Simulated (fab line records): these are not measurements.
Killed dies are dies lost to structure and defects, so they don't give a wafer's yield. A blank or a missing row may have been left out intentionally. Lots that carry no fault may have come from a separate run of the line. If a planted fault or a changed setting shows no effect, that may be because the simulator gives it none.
The same fault as seen by 3 desks | flow nand_harc | each desk has only its own numbers; what lay behind them comes last

## AT THE METROLOGY DESK
Lot by lot, what the gauges showed, no matter which tool ran the lot: averages of those sampled wafers that carry a number. Any lot whose mean is over 4 standard deviations away from the usual mean is out of limits and marked OUT; that distance is given in the brackets.
Columns: A = cd_nm at NHARC_A_M0_CD_MEAS_16, usual 80.2 nm
lot  | first seen here | A
L240 | day 17 21:34    | 80.3
L245 | day 18 00:06    | 80.2
L247 | day 19 01:23    | 79.7
L250 | day 20 01:05    | 79.9
L251 | day 20 16:22    | 81.2
L253 | day 21 00:32    | 80.3
L256 | day 21 15:35    | 80.0
L255 | day 21 16:08    | 80.9
L258 | day 22 11:11    | 80.3
L260 | day 22 11:28    | 80.8
L261 | day 22 14:57    | 80.6
This desk's finding: nothing out of limits on any of the 11 lots.

## THE DEFECT DESK
Counts from the inspections along the route, per lot, as means over the sampled wafers that have a number. Any lot whose mean is over 4 standard deviations away from the usual mean is out of limits and marked OUT; that distance is given in the brackets.
Columns: A = raw_defect_count at NHARC_A_M0_INSPECT_11, usual 30
lot  | first seen here | A
L240 | day 17 21:13    | 15
L245 | day 17 23:44    | 18
L247 | day 19 01:02    | 34
L250 | day 20 00:44    | 31
L251 | day 20 16:01    | 26
L253 | day 21 00:10    | 358 (+27) OUT
L256 | day 21 15:11    | 26
L255 | day 21 15:38    | 191 (+13) OUT
L258 | day 22 10:50    | 24
L260 | day 22 11:07    | 22
L261 | day 22 14:35    | 34
This desk's finding: out of limits on L253, L255; first on L253, day 21 00:10 (raw_defect_count at NHARC_A_M0_INSPECT_11). In limits: L240, L245, L247, L250, L251, L256, L258, L260, L261.

## THE TOOL OWNER'S DESK: pecvd-02
The tool's own readings at NHARC_A_M0_DEP_00 (deposits SiOC, target thk 150 nm): means of the sampled wafers that have a number, for each lot that ran on this tool. Any lot whose mean is over 4 standard deviations away from the usual mean is out of limits and marked OUT; that distance is given in the brackets.
Columns: A = rf_fwd_power_W at NHARC_A_M0_DEP_00, usual 598.4 W; B = showerhead_vpp_V at NHARC_A_M0_DEP_00, usual 1512 V
lot  | first seen here | A     | B
L240 | day 17 20:15    | 596.5 | 1523
L245 | day 17 22:53    | 596.8 | 1523
L247 | day 19 00:04    | 596.9 | 1518
L250 | day 19 23:51    | 598.8 | 1519
L251 | day 20 15:10    | 599.0 | 1516
L253 | day 20 23:11    | 599.2 | 1524
L255 | day 21 14:50    | 598.5 | 1541
This desk's finding: nothing out of limits on any of the 7 lots.

## TAKEN TOGETHER
The defect desk could have raised an alarm at day 21 00:10, on L253, L255.
From the metrology desk's view, nothing was out of limits.
The tool owner's desk saw nothing out of limits.
The metrology desk has L253, L255 on record, within its limits.
The tool owner's desk has L253, L255 on record, within its limits.
Of the lots named, all ran NHARC_A_M0_DEP_00 on pecvd-02.

## WHAT HAD BEEN PUT IN BY THE SIMULATOR
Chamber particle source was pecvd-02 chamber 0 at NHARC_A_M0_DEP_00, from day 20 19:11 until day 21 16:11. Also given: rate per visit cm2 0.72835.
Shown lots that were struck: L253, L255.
Hours from the fault's start to each desk's first reading out of limits: the defect desk, 5.
